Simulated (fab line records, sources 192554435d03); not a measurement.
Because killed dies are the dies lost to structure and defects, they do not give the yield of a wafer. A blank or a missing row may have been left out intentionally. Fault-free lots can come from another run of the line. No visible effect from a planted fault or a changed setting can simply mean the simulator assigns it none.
2 desks looking at one fault | flow n5Finfet | each desk holds nothing but its own numbers, with what lay behind them at the end

THE METROLOGY DESK
Means of the sampled wafers that have a number, per lot and without regard to the tool the lot ran on: this is what the gauges read. The brackets show how far a lot's mean lies from the usual mean; more than 4 standard deviations puts the lot out of limits, marked OUT.
Columns: A = M7_ILD_THK at N5_BEOL_M7_THK_MEAS_01, usual 154.9 nm
lot  | first seen here | A
L825 | day 8 18:11     | 156.0
L826 | day 8 19:35     | 156.5
L827 | day 9 16:30     | 156.3
L829 | day 9 18:02     | 154.0
L830 | day 10 11:52    | 154.3
L832 | day 10 13:59    | 155.8
L833 | day 10 20:14    | 154.5
L834 | day 11 13:02    | 156.7
L836 | day 11 23:40    | 156.4
L842 | day 13 06:22    | 143.2 (-5.1) OUT
L847 | day 14 09:57    | 154.6
Finding of this desk: L842 out of limits, first seen on L842 at day 13 06:22 (M7_ILD_THK at N5_BEOL_M7_THK_MEAS_01). Within limits: L825, L826, L827, L829, L830, L832, L833, L834, L836, L847.

THE TOOL OWNER'S DESK: pecvd-04
The tool's own readings at N5_BEOL_M7_ILD_DEP_00 (deposits SiCOH lowk from DEMS/porogen, target thk 179.75 nm, time 33.4 s): means of the sampled wafers that have a number, for each lot that ran on this tool. The brackets show how far a lot's mean lies from the usual mean; more than 4 standard deviations puts the lot out of limits, marked OUT.
Columns: A = heaterPowerW at N5_BEOL_M7_ILD_DEP_00, usual 297 W; B = showerheadPlenumPTorr at N5_BEOL_M7_ILD_DEP_00, usual 5.738 Torr; C = throttleValvePct at N5_BEOL_M7_ILD_DEP_00, usual 13.9 %
lot  | first seen here | A   | B     | C
L825 | day 8 17:35     | 278 | 5.746 | 14.6
L833 | day 10 19:40    | 251 | 5.743 | 14.3
L836 | day 11 23:06    | 247 | 5.747 | 14.3
L842 | day 13 05:47    | 251 | 5.741 | 14.5
This desk's finding: nothing out of limits on any of the 4 lots.

TAKEN TOGETHER
The metrology desk could have raised an alarm at day 13 06:22, on L842.
Nothing out of limits was seen by the tool owner's desk.
Tool owner's desk: L842 on record, inside its limits.
N5_BEOL_M7_ILD_DEP_00 was run on pecvd-04 by each of the lots named.

WHAT THE SIMULATOR HAD PUT IN
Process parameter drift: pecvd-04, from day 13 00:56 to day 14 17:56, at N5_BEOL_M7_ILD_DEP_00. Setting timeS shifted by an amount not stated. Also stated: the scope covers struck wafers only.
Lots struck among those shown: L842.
Hours from the fault's start to each desk's first reading out of limits: the metrology desk, 5.
